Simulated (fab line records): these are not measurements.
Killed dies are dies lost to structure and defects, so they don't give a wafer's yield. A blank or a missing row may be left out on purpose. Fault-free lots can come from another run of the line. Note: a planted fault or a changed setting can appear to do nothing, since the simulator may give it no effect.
Matching of chambers | flow n5Finfet | N5_HKMG_FIN_ETCH_58 on rieDiel-02 has 4 sister chambers
The step etches SOC in N2/H2, target depth 215.8 nm, time 741 s. 8 wafers are shown with their chamber, then 11 later ones without.

## WAFERS, EACH WITH ITS CHAMBER
wafer  | chamber | drypumpMotorCurrentA (A) | showerheadPlenumPTorr (Torr)
L087.5 | 0       | 5.5                      | 2.40
L088.2 | 0       | 5.5                      | 2.40
L088.3 | 2       | 6.1                      | 2.67
L088.5 | 1       | 6.5                      | 2.63
L091.3 | 3       | 5.9                      | 2.44
L091.4 | 1       | 6.5                      | 2.63
L091.6 | 3       | 5.8                      | 2.44
L092.4 | 2       | 6.1                      | 2.66

## WAFERS WITHOUT THEIR CHAMBER
wafer  | drypumpMotorCurrentA (A) | showerheadPlenumPTorr (Torr)
L092.5 | 5.9                      | 2.44
L092.6 | 6.5                      | 2.63
L093.1 | 6.1                      | 2.66
L093.4 | 5.5                      | 2.72
L093.6 | 6.1                      | 2.66
L095.1 | 6.1                      | 2.66
L095.2 | 5.5                      | 2.71
L095.3 | 6.1                      | 2.66
L096.1 | 6.5                      | 2.62
L096.3 | 5.5                      | 2.71
L096.4 | 5.5                      | 2.71

## WHICH CHAMBER EACH WENT THROUGH
wafer  | from the rows above | in truth
L092.5 | 3                   | 3
L092.6 | 1                   | 1
L093.1 | 2                   | 2
L093.4 | 2                   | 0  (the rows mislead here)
L093.6 | 2                   | 2
L095.1 | 2                   | 2
L095.2 | 2                   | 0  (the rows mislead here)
L095.3 | 2                   | 2
L096.1 | 1                   | 1
L096.3 | 2                   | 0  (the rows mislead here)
L096.4 | 2                   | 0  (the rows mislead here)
Correct placement for 7 of the 11. Number that these rows cannot place: 0. Wrongly placed: 4.
How it was worked out, from the rows above alone: a wafer's distance from a chamber is the root of the sum, over the readings, of the square of ((its reading less the chamber's mean) divided by the reading's scatter). The wafer belongs to the nearest chamber; if the next one is less than 2 further off, it can't be placed. A chamber's mean is the mean of its shown wafers. The scatter is the square root of a quotient: the sum, over the shown wafers, of each reading's squared deviation from its chamber's mean, divided by wafers minus chambers.
